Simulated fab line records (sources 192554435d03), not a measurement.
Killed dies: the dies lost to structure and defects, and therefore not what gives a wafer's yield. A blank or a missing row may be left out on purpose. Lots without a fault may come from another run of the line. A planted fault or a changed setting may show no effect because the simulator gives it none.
Split-lot trial / flow n5 finfet / 21 wafers read from 7 lots, route of 1938 steps

## ON THE SPLIT
At N5_HKMG_FIN_ETCH_67 (etches SOC in N2/H2, stops on TiN, target depth 388.9 nm), the setting target depth a was moved away from the recipe's 3889 angstrom on 8 of the 21 wafers read, by -11.0% to +9.2%. For the rest of the wafers, this setting stayed at what the recipe calls for.

The split's own step is where the reading is taken.

## THE READING
SOC_of_HKMG_FIN_COAT_66.thk nm (the simulator's own value, which no gauge read), in nm, at N5_HKMG_FIN_ETCH_67 (etches SOC in N2/H2, stops on TiN, target depth 388.9 nm). No usual value for it is given in the file. Across the 13 wafers here that went through the recipe, the average is 17.4 nm and the standard deviation 4 nm.

wafer=L075.1; tool, chamber at the split=rie diel-01, 3; target depth a as run, angstrom=3889; against the recipe=recipe; SOC_of_HKMG_FIN_COAT_66.thk nm, nm=18.2; against lot-mates on the recipe=-
wafer=L075.2; tool, chamber at the split=rie diel-01, 0; target depth a as run, angstrom=3629; against the recipe=-6.7%; SOC_of_HKMG_FIN_COAT_66.thk nm, nm=33.6; against lot-mates on the recipe=+18.8
wafer=L075.5; tool, chamber at the split=rie diel-01, 0; target depth a as run, angstrom=3889; against the recipe=recipe; SOC_of_HKMG_FIN_COAT_66.thk nm, nm=11.4; against lot-mates on the recipe=-
wafer=L082.1; tool, chamber at the split=rie diel-01, 3,0; target depth a as run, angstrom=3889; against the recipe=recipe; SOC_of_HKMG_FIN_COAT_66.thk nm, nm=18.2; against lot-mates on the recipe=-
wafer=L082.4; tool, chamber at the split=rie diel-01, 3,0; target depth a as run, angstrom=3889; against the recipe=recipe; SOC_of_HKMG_FIN_COAT_66.thk nm, nm=18.2; against lot-mates on the recipe=-
wafer=L082.2; tool, chamber at the split=rie diel-01, 1; target depth a as run, angstrom=3889; against the recipe=recipe; SOC_of_HKMG_FIN_COAT_66.thk nm, nm=24.8; against lot-mates on the recipe=-
wafer=L087.3; tool, chamber at the split=rie diel-01, 1; target depth a as run, angstrom=4133; against the recipe=+6.3%; SOC_of_HKMG_FIN_COAT_66.thk nm, nm=8.2; against lot-mates on the recipe=-4.6
wafer=L087.5; tool, chamber at the split=rie diel-01, 1; target depth a as run, angstrom=4133; against the recipe=+6.3%; SOC_of_HKMG_FIN_COAT_66.thk nm, nm=8.2; against lot-mates on the recipe=-4.6
wafer=L087.6; tool, chamber at the split=rie diel-01, 2; target depth a as run, angstrom=3889; against the recipe=recipe; SOC_of_HKMG_FIN_COAT_66.thk nm, nm=12.8; against lot-mates on the recipe=-
wafer=L090.4; tool, chamber at the split=rie diel-01, 2; target depth a as run, angstrom=3889; against the recipe=recipe; SOC_of_HKMG_FIN_COAT_66.thk nm, nm=14; against lot-mates on the recipe=-
wafer=L090.5; tool, chamber at the split=rie diel-01, 0; target depth a as run, angstrom=3889; against the recipe=recipe; SOC_of_HKMG_FIN_COAT_66.thk nm, nm=14.4; against lot-mates on the recipe=-
wafer=L090.6; tool, chamber at the split=rie diel-01, 3; target depth a as run, angstrom=3712; against the recipe=-4.6%; SOC_of_HKMG_FIN_COAT_66.thk nm, nm=30; against lot-mates on the recipe=+15.8
wafer=L091.3; tool, chamber at the split=rie diel-04, 3; target depth a as run, angstrom=4200; against the recipe=+8.0%; SOC_of_HKMG_FIN_COAT_66.thk nm, nm=8.2; against lot-mates on the recipe=-9.0
wafer=L091.4; tool, chamber at the split=rie diel-04, 2; target depth a as run, angstrom=3889; against the recipe=recipe; SOC_of_HKMG_FIN_COAT_66.thk nm, nm=14.2; against lot-mates on the recipe=-
wafer=L091.5; tool, chamber at the split=rie diel-04, 1; target depth a as run, angstrom=3889; against the recipe=recipe; SOC_of_HKMG_FIN_COAT_66.thk nm, nm=20.2; against lot-mates on the recipe=-
wafer=L092.1; tool, chamber at the split=rie diel-01, 3; target depth a as run, angstrom=3460; against the recipe=-11.0%; SOC_of_HKMG_FIN_COAT_66.thk nm, nm=50.2; against lot-mates on the recipe=+28.6
wafer=L092.4; tool, chamber at the split=rie diel-01, 1; target depth a as run, angstrom=3889; against the recipe=recipe; SOC_of_HKMG_FIN_COAT_66.thk nm, nm=25; against lot-mates on the recipe=-
wafer=L092.5; tool, chamber at the split=rie diel-01, 3; target depth a as run, angstrom=3889; against the recipe=recipe; SOC_of_HKMG_FIN_COAT_66.thk nm, nm=18.2; against lot-mates on the recipe=-
wafer=L097.3; tool, chamber at the split=rie diel-04, 2,3; target depth a as run, angstrom=4246; against the recipe=+9.2%; SOC_of_HKMG_FIN_COAT_66.thk nm, nm=8.2; against lot-mates on the recipe=-8.4
wafer=L097.4; tool, chamber at the split=rie diel-04, 2,3; target depth a as run, angstrom=4246; against the recipe=+9.2%; SOC_of_HKMG_FIN_COAT_66.thk nm, nm=8.2; against lot-mates on the recipe=-8.4
wafer=L097.5; tool, chamber at the split=rie diel-04, 1; target depth a as run, angstrom=3889; against the recipe=recipe; SOC_of_HKMG_FIN_COAT_66.thk nm, nm=16.6; against lot-mates on the recipe=-
The file does not say which wafer passed through which chamber wherever a row lists several chambers: such a row stands for several wafers.

THE FIT
A straight line over all 21 wafers: SOC_of_HKMG_FIN_COAT_66.thk nm changes by -1.85 nm for each +1% of target depth a; r = -0.89; the points scatter about the line by 4.9 nm.
The same after taking each lot's own level away (the mean of its wafers on the recipe; 21 wafers): -1.69 nm for each +1%; r = -0.89; scatter 4.3 nm.
According to that fit, moving target depth a by its largest amount changes the reading by 19 nm.
Across the lots, their own levels run from 12.80 to 21.60 nm, a range of 2.2 times the standard deviation given above.
The two slopes are in agreement: the lot-to-lot level therefore moves the slope only a little.
Check: for one of the wafers moved furthest among these (-11.0%), held out of the fit, the line's prediction against its lot-mates is +17.6 nm. It came out at +28.6 nm against them.

## OTHER SPLITS ON THESE WAFERS
Other splits were also applied to these wafers ahead of the reading. Each is held against what the fit with the lots' levels taken away leaves over:
other split on the same wafers=N5_SD_EPI_N_PEB_07 peb temp c; wafers away from the commonest value=5; r with SOC_of_HKMG_FIN_COAT_66.thk nm (lot level and that fit taken away)=+0.14
other split on the same wafers=N5_SDB_ETCH_17 bias w; wafers away from the commonest value=8; r with SOC_of_HKMG_FIN_COAT_66.thk nm (lot level and that fit taken away)=-0.36
other split on the same wafers=N5_HKMG_FIN_COAT_41 spin rpm; wafers away from the commonest value=6; r with SOC_of_HKMG_FIN_COAT_66.thk nm (lot level and that fit taken away)=-0.14

## FILE'S OWN FIT
SOC_of_HKMG_FIN_COAT_66.thk nm changes by -1.84 nm for each +1% of target depth a, r = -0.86.
